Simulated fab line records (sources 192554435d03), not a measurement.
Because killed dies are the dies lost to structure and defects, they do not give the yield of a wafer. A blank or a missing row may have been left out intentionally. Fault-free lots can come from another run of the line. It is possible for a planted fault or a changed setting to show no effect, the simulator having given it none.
fab line records -- flow n5-finfet
record: lots: 12, wafers: 35, last-day: 18
route steps=1938 shown BEOL_M9@1415
lots that met no fault: from a run of the same line without faults
start-h: the number of hours between the record's first day and the start of the first shown wafer of the lot -- wait-h: how many hours have passed since the lot's step before this one -- " unchanged from the row above -- L1.1+2: several wafers, shown together as one row -- - no value, or no start given -- * or withheld: withheld -- < > ~ a bound
route shown NAME@n: names a module that has steps shown in the file, with the first one's number in the route -- usual: average and standard deviation across the fault-free wafers -- same: alike in all rows -- chamber/n: place in a boat -- sites: each site's reading -- _std_site: standard deviation of those values -- _edge_site: the outer-site mean with the inner-site mean subtracted -- radius-mm: for every site, how far away it sits from the centre of the wafer -- mask NAME#n: copy n -- behind: the tool/chamber that last shaped the wafer -- hold: why the lot was held/for how many hours/how that ended -- device: the transistor (n, p or np) that didn't switch -- end of line: the route-end tests of the same wafers -- for a step that has no rows: nothing shown but its recipe -- killed: count of dies lost to structure and defects at first sort (not the wafer's yield) -- map: a wafer's dies, x killed, . not, _ none there
set.NAME: the setting the step ran with; set.NAME@STEP: the setting that earlier step ran with -- model.NAME: the simulator's own value behind a step, which no gauge read
the route's steps for a sample of lots (tables are steps, rows are wafers)
services: the hour from which a tool's chamber was out of use, counted from the record's first day as start-h (under 0 if before that day), plus the number of hours and why
== steps ==
step: N5_BEOL_M9_OVL_MEAS_12
recipe: points-per-wafer: 44
usual: M9_OVL: 0.4/0.72
lot.wafer,tool,chamber,start-h,wait-h,M9_OVL[nm]
L959.1,overlay-02,0,220.05,0.0,-0.3
L959.2,overlay-02,0,220.05,0.0,0.2
L959.4,overlay-02,0,220.05,0.0,0.2
L961.2,overlay-02,0,224.58,0.0,1.6
L961.5,overlay-02,0,224.58,0.0,0.3
L961.6,overlay-02,0,224.58,0.0,1.9
L965.2,overlay-02,0,245.05,0.0,0.5
L965.3,overlay-02,0,245.05,0.0,0.3
L965.5,overlay-02,0,245.05,0.0,0.4
L963.3,overlay-01,0,246.30,0.0,0.4
L963.4,overlay-01,0,246.30,0.0,0.7
L963.6,overlay-01,0,246.30,0.0,0.3
L964.1,overlay-02,0,247.36,0.0,-0.4
L964.3,overlay-02,0,247.36,0.0,-0.1
L964.4,overlay-02,0,247.36,0.0,1.3
L966.3,overlay-02,0,272.26,0.0,0.7
L966.4,overlay-02,0,272.26,0.0,0.2
L966.6,overlay-02,0,272.26,0.0,1.9
L962.1,overlay-02,0,276.38,0.0,-0.6
L962.4,overlay-02,0,276.38,0.0,0.0
L962.5,overlay-02,0,276.38,0.0,0.6
L967.5,overlay-02,0,279.23,0.0,0.7
L967.6,overlay-02,0,279.23,0.0,0.8
L968.2,overlay-01,0,284.05,0.0,2.0
L968.4,overlay-01,0,284.05,0.0,1.4
L968.6,overlay-01,0,284.05,0.0,1.3
L969.1,overlay-02,0,298.90,0.0,0.5
L969.2,overlay-02,0,298.90,0.0,0.5
L969.6,overlay-02,0,298.90,0.0,0.4
L977.1,overlay-02,0,354.25,0.0,0.8
L977.5,overlay-02,0,354.25,0.0,0.1
L977.6,overlay-02,0,354.25,0.0,-0.5
L978.2,overlay-01,0,354.55,0.0,1.6
L978.3,overlay-01,0,354.55,0.0,0.2
L978.5,overlay-01,0,354.55,0.0,0.3
step: N5_BEOL_M9_ETCH_61
recipe: chemistry: CF4, target: SiARC, target-depth-a: 390, mask-material: CAR-ArF, time-s: 65, ion-energy-ev: 80, pressure-mtorr: 40, source-w: 545, bias-w: 36, Ar_flow_sccm: 100, cf4-flow-sccm: 100, ends: cleared
usual: drypump-motor-current-A: 6.0/0.43, etch-rf-on-time-s: 65.5/2.5, oes-product-au: 0.68/0.078, rf-vpp-V: 184.0/1.1, showerhead-plenum-p-Torr: 2.13/0.064, throttle-valve-pct: 15.59/0.22
lot.wafer,tool,chamber,start-h,wait-h,drypump-motor-current-A,etch-rf-on-time-s,oes-product-au,rf-hours-counter-h,rf-vpp-V,showerhead-plenum-p-Torr,throttle-valve-pct
L959.1,rie-diel-01,0,220.26,0.0,6.2,64.6,0.79,19,184.6,2.19,15.33
L959.2,rie-diel-01,2,220.26,0.0,6.0,63.6,0.62,175,183.9,2.21,15.81
L959.4,rie-diel-01,1,220.26,0.0,6.1,65.7,0.76,38,184.1,2.11,15.65
L961.2,rie-diel-03,0,224.67,0.0,5.3,66.1,0.67,123,184.8,2.14,15.53
L961.5,rie-diel-03,3,224.67,0.0,6.5,64.4,0.60,-,185.1,2.21,15.75
L961.6,rie-diel-03,0,224.67,0.0,5.2,66.4,0.66,-,184.6,2.14,15.54
L965.2,rie-diel-01,2,245.15,0.0,6.0,63.3,0.62,181,184.4,2.21,15.81
L965.3,rie-diel-01,1,245.15,0.0,6.1,66.1,0.75,44,184.5,2.10,15.67
L965.5,rie-diel-01,1,245.15,0.0,6.1,65.9,0.75,-,183.1,2.10,15.65
L963.3,rie-diel-03,2,246.40,0.0,6.6,62.8,0.61,237,184.5,2.10,15.67
L963.4,rie-diel-03,1,246.40,0.0,5.8,68.8,0.76,-,182.9,2.09,15.33
L963.6,rie-diel-03,2,246.40,0.0,6.6,63.2,0.61,-,184.2,2.10,15.67
L964.1,rie-diel-02,3,247.45,0.0,5.8,68.5,0.61,199,184.7,2.05,15.52
L964.3,rie-diel-02,0,247.45,0.0,6.7,65.2,0.72,70,183.0,2.18,15.28
L964.4,rie-diel-02,2,247.45,0.0,5.7,59.6,0.86,6,184.9,2.29,15.62
L966.3,rie-diel-01,3,272.36,0.0,5.9,68.9,0.58,224,185.4,2.13,15.82
L966.4,rie-diel-01,2,272.36,0.0,6.0,64.7,0.61,190,184.7,2.20,15.84
L966.6,rie-diel-01,2,272.36,0.0,6.0,64.9,0.61,-,186.2,2.20,15.83
L962.1,rie-diel-03,1,276.48,0.0,5.8,67.7,0.75,36,184.1,2.08,15.35
L962.4,rie-diel-03,2,276.48,0.0,6.6,63.1,0.60,-,186.0,2.10,15.69
L962.5,rie-diel-03,0,276.48,0.0,5.2,66.4,0.66,-,185.3,2.14,15.57
L967.5,rie-diel-01,1,279.70,0.0,6.0,66.4,0.73,-,184.2,2.10,15.70
L967.6,rie-diel-01,0,279.70,0.0,6.2,66.0,0.75,-,185.3,2.18,15.36
L968.2,rie-diel-02,1,284.14,0.0,5.7,66.4,0.61,190,183.5,2.05,16.08
L968.4,rie-diel-02,0,284.14,0.0,6.7,64.4,0.71,82,184.7,2.17,15.30
L968.6,rie-diel-02,2,284.14,0.0,5.7,58.6,0.84,-,185.3,2.28,15.66
L969.1,rie-diel-02,3,299.14,0.0,5.8,67.8,0.60,211,183.3,2.04,15.55
L969.2,rie-diel-02,0,299.14,0.0,6.7,65.0,0.71,86,185.0,2.17,15.32
L969.6,rie-diel-02,0,299.14,0.0,6.7,64.8,0.71,-,184.1,2.17,15.33
L977.1,rie-diel-03,0,354.34,0.0,5.2,82.0,0.56,167,185.0,2.13,15.63
L977.5,rie-diel-03,2,354.34,0.0,6.6,77.8,0.71,-,181.9,2.09,15.27
L977.6,rie-diel-03,1,354.34,0.0,5.8,83.1,0.64,-,181.5,2.07,15.42
L978.2,rie-diel-03,2,354.64,0.0,6.6,77.2,0.71,13,184.6,2.09,15.27
L978.3,rie-diel-03,1,354.64,0.0,5.8,82.8,0.64,66,182.7,2.07,15.41
L978.5,rie-diel-03,1,354.64,0.0,5.8,82.4,0.64,-,183.7,2.07,15.40
step: N5_BEOL_M9_CD_MEAS_18
recipe: pitch-nm: 140, target-cd-nm: 70
usual: cd-nm: 69.3/0.8
lot.wafer,tool,chamber,start-h,wait-h,cd-nm
L959.1,cd-sem-03,-,220.82,0.0,68.4
L959.2,cd-sem-03,-,220.82,0.0,69.3
L959.4,cd-sem-03,-,220.82,0.0,70.1
L961.2,cd-sem-01,-,225.10,0.1,68.4
L961.5,cd-sem-01,-,225.10,0.1,69.2
L961.6,cd-sem-01,-,225.10,0.1,69.6
L965.2,cd-sem-01,-,245.64,0.1,69.2
L965.3,cd-sem-01,-,245.64,0.1,68.8
L965.5,cd-sem-01,-,245.64,0.1,68.9
L963.3,cd-sem-03,-,246.82,0.1,69.9
L963.4,cd-sem-03,-,246.82,0.1,68.4
L963.6,cd-sem-03,-,246.82,0.1,69.7
L964.1,cd-sem-03,-,247.87,0.0,68.4
L964.3,cd-sem-03,-,247.87,0.0,68.2
L964.4,cd-sem-03,-,247.87,0.0,69.5
L966.3,cd-sem-03,-,272.80,0.1,68.3
L966.4,cd-sem-03,-,272.80,0.1,69.2
L966.6,cd-sem-03,-,272.80,0.1,69.2
L962.1,cd-sem-01,-,276.89,0.0,69.4
L962.4,cd-sem-01,-,276.89,0.0,70.9
L962.5,cd-sem-01,-,276.89,0.0,69.3
L967.5,cd-sem-03,-,280.20,0.0,69.7
L967.6,cd-sem-03,-,280.20,0.0,69.0
L968.2,cd-sem-03,-,284.56,0.1,68.9
L968.4,cd-sem-03,-,284.56,0.1,68.7
L968.6,cd-sem-03,-,284.56,0.1,70.5
L969.1,cd-sem-01,-,299.62,0.0,68.8
L969.2,cd-sem-01,-,299.62,0.0,70.3
L969.6,cd-sem-01,-,299.62,0.0,70.0
L977.1,cd-sem-03,-,354.76,0.0,69.9
L977.5,cd-sem-03,-,354.76,0.0,70.0
L977.6,cd-sem-03,-,354.76,0.0,68.8
L978.2,cd-sem-03,-,355.06,0.1,69.4
L978.3,cd-sem-03,-,355.06,0.1,68.9
L978.5,cd-sem-03,-,355.06,0.1,69.4
step: N5_BEOL_M9_CD_MEAS_28
recipe: target-cd-nm: 70, landing-energy-ev: 500, detector: se-inlens, polarity: opening
usual: cd-nm: 69.93/0.25
lot.wafer,tool,chamber,start-h,wait-h,cd-nm
L959.1,cd-sem-03,0,223.34,-,69.36
L959.2,cd-sem-03,0,223.34,-,69.84
L959.4,cd-sem-03,0,223.34,-,69.60
L961.2,cd-sem-02,0,229.47,-,69.94
L961.5,cd-sem-02,0,229.47,-,69.66
L961.6,cd-sem-02,0,229.47,-,70.20
L963.3,cd-sem-01,0,249.03,-,69.77
L963.4,cd-sem-01,0,249.03,-,69.91
L963.6,cd-sem-01,0,249.03,-,69.95
L965.2,cd-sem-01,0,249.19,-,69.80
L965.3,cd-sem-01,0,249.19,-,70.40
L965.5,cd-sem-01,0,249.19,-,70.28
L964.1,cd-sem-03,0,249.24,-,69.95
L964.3,cd-sem-03,0,249.24,-,69.85
L964.4,cd-sem-03,0,249.24,-,70.31
L966.3,cd-sem-03,0,273.11,-,69.73
L966.4,cd-sem-03,0,273.11,-,69.81
L966.6,cd-sem-03,0,273.11,-,69.95
L962.1,cd-sem-03,0,277.66,-,69.72
L962.4,cd-sem-03,0,277.66,-,69.94
L962.5,cd-sem-03,0,277.66,-,69.59
L967.5,cd-sem-03,0,281.78,-,69.87
L967.6,cd-sem-03,0,281.78,-,70.05
L968.2,cd-sem-01,0,285.53,-,70.07
L968.4,cd-sem-01,0,285.53,-,69.91
L968.6,cd-sem-01,0,285.53,-,69.87
L969.1,cd-sem-03,0,300.57,-,69.94
L969.2,cd-sem-03,0,300.57,-,69.79
L969.6,cd-sem-03,0,300.57,-,70.13
L977.1,cd-sem-02,0,355.19,-,69.80
L977.5,cd-sem-02,0,355.19,-,69.74
L977.6,cd-sem-02,0,355.19,-,69.85
L978.2,cd-sem-03,0,355.36,-,70.18
L978.3,cd-sem-03,0,355.36,-,70.05
L978.5,cd-sem-03,0,355.36,-,69.70
== services ==
tool,chamber,start-h,hours,kind
rie-diel-02,2,203.25,-,clean
rie-diel-02,2,203.25,-,consumable-replace:focus-ring
rie-diel-02,2,203.25,-,consumable-replace:showerhead
rie-diel-02,2,203.25,16.7,scheduled-down
rie-diel-02,2,203.25,16.7,vent-cycle
rie-diel-01,1,203.57,9.8,repair
rie-diel-01,3,254.41,9.7,repair
rie-diel-02,3,255.88,9.2,repair
rie-diel-03,3,274.13,5.8,repair
rie-diel-01,3,275.10,4.1,repair
rie-diel-03,2,283.09,-,clean
rie-diel-03,2,283.09,-,consumable-replace:focus-ring
rie-diel-03,2,283.09,32.6,scheduled-down
rie-diel-03,2,283.09,32.6,vent-cycle
rie-diel-03,0,311.45,3.0,repair
rie-diel-02,1,338.28,8.1,repair
rie-diel-03,3,340.36,-,clean
rie-diel-03,3,340.36,-,consumable-replace:esc
rie-diel-03,3,340.36,-,consumable-replace:focus-ring
rie-diel-03,3,340.36,23.1,scheduled-down
rie-diel-03,3,340.36,23.1,vent-cycle
== key ==
first-sign: step: N5_BEOL_M9_ETCH_61, reading: etch-rf-on-time-s, direction: up, sigmas: 6.1, usual: *, struck: *
effect none on later readings
met-at N5_BEOL_M9_ETCH_61
struck-lots L977,L978
not-acting-at N5_BEOL_M9_OVL_MEAS_12,N5_BEOL_M9_CD_MEAS_18,N5_BEOL_M9_CD_MEAS_28
onset-between 276.48 354.34
fault: kind: process-parameter-drift, tool: rie-diel-03, chamber: -, onset-h: 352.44, steps: N5_BEOL_M9_ETCH_61, channel: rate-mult, offset: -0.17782, shape: step, end-h: 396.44
